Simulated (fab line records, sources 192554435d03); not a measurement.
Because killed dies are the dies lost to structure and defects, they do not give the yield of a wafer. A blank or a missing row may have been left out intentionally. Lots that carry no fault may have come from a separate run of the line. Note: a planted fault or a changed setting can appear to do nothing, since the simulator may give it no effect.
Problem report in the 8D (eight disciplines) form, filled by code + flow n5_finfet + the parts of the form that need people (team, actions taken, sign-off) are left out

## 1. THE PROBLEM
A mean of 89 is read at N5_PASSIVATION_PROBE_49 for killed_at_contacts, taken on 1 wafer of 1 lot, against 11 (standard deviation 6) on wafers free of any fault. Measured from the usual mean, that is +13 standard deviations.
First observed at day 13 18:19: wafer L228.2, on prober-01. The record holds 1 wafer of 1 lot with a number at this step. The rule behind "out" and "out of limits": a value lying over 4 standard deviations away from the usual mean. All remaining wafers that have a number are taken as sound.

## 2. WHAT IT IS, WHAT IT ISN'T
| question                    | is                                                            | is not                                                                                                                                    |
|-----------------------------|---------------------------------------------------------------|-------------------------------------------------------------------------------------------------------------------------------------------|
| which readings at this step | killed_at_contacts, defect_limited_yield, sort_bin_5_function | killed_at_M0_to_M3, killed_at_M4_up, killed_at_front_end, killed_at_other, killed_open, killed_short, sort_bin_6_memory, sort_bin_8_speed |
| which lots                  | L228                                                          | -                                                                                                                                         |
| which wafers of those lots  | all that have a number                                        | -                                                                                                                                         |
| read on which tools         | prober-01                                                     | -                                                                                                                                         |
| when                        | from day 13 18:19                                             | up to then (0 sound wafers)                                                                                                               |

## 3. WHAT RULES OUT EACH SUSPECT
Counting: any tool at a process step up to the reading is kept as a suspect provided that every lot that is out went through it and no sound lot did after the first of them.
- rie_diel-06 at N5_MOL_CONTACT_COAG_ETCH_65 (etches underlayer in N2/H2, target depth 13 nm, time 10.4 s): kept. It ran the lot that is out, L228 (day 6 20:52), and no sound lot after that.
- pvd_sputter-02 at N5_BEOL_M15_PRE_CLEAN_42 (time 30 s): kept. It ran the lot that is out, L228 (day 12 23:10), and no sound lot after that.
- ald_hk-03 at N5_MIM_TOP_ALD_00 (deposits Al2O3, purge time 3 s, co reactant pulse time 3 s): kept. It ran the lot that is out, L228 (day 13 02:14), and no sound lot after that.
- pecvd-03 at N5_PASSIVATION_PECVD_55 (deposits SiO2 from SiH4/N2O, target thk 400 nm, time 22.5 s): kept. It ran the lot that is out, L228 (day 13 07:33), and no sound lot after that.
- prober-01 at N5_PASSIVATION_PROBE_49: kept. It ran the lot that is out, L228 (day 13 18:19), and no sound lot after that. On those wafers its own readings are out: defect_limited_yield, killed_at_contacts, sort_bin_5_function.
Left after counting: rie_diel-06 at N5_MOL_CONTACT_COAG_ETCH_65, pvd_sputter-02 at N5_BEOL_M15_PRE_CLEAN_42, ald_hk-03 at N5_MIM_TOP_ALD_00, pecvd-03 at N5_PASSIVATION_PECVD_55, prober-01 at N5_PASSIVATION_PROBE_49.

## 4. THE CAUSE (what the simulator had put in)
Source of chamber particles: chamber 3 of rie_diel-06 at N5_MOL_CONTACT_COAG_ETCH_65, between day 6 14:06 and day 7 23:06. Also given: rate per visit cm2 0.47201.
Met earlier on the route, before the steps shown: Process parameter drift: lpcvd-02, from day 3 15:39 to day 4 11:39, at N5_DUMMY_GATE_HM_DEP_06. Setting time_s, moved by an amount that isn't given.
Counting left 5 suspects, and this tool is among them.

## 5. SEQUENCE OF EFFECTS, ordered by route
Each row: a reading where the mean over the struck wafers with a number is more than 3 standard deviations away from the usual. Scope: only readings with a usual standard deviation given in the record; hours: median across lots of the time from each lot's start at the first step in this table that gives one to its start at this step; sigmas: change in usual standard deviations.
| hours | step                    | reading              | usual  | on struck wafers | change | sigmas |
|-------|-------------------------|----------------------|--------|------------------|--------|--------|
| 0     | N5_PASSIVATION_PROBE_49 | defect_limited_yield | 91.4 % | 85.3             | -6.1   | -4.1   |
| 0     | N5_PASSIVATION_PROBE_49 | killed_at_contacts   | 11     | 89               | +78    | +13    |
| 0     | N5_PASSIVATION_PROBE_49 | killed_dies          | 102    | 173              | +71    | +3.9   |
| 0     | N5_PASSIVATION_PROBE_49 | sort_bin_5_function  | 5.0 %  | 9.3              | +4.3   | +4.4   |
| 0     | N5_PASSIVATION_PROBE_49 | sort_n_pass          | 1078   | 1007             | -71    | -3.7   |
| 0     | N5_PASSIVATION_PROBE_49 | sort_yield_pct       | 91.3 % | 85.3             | -6.0   | -3.8   |
Its process steps:
- N5_PASSIVATION_PROBE_49

## 6. HOW IT WOULD HAVE BEEN CAUGHT EARLIER
The fault began at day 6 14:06; the first out-of-limits reading in this record came at day 13 18:19, 172 hours later.
Of the tool readings at N5_MOL_CONTACT_COAG_ETCH_65 for which the record gives a usual standard deviation, none was out on any struck wafer, so an alarm limit of 4 standard deviations on them would not have fired.
All the lots that are out (1) had begun N5_MOL_CONTACT_COAG_ETCH_65 on rie_diel-06 by day 13 18:19. Tool hold at that time: it would have spared none of them.
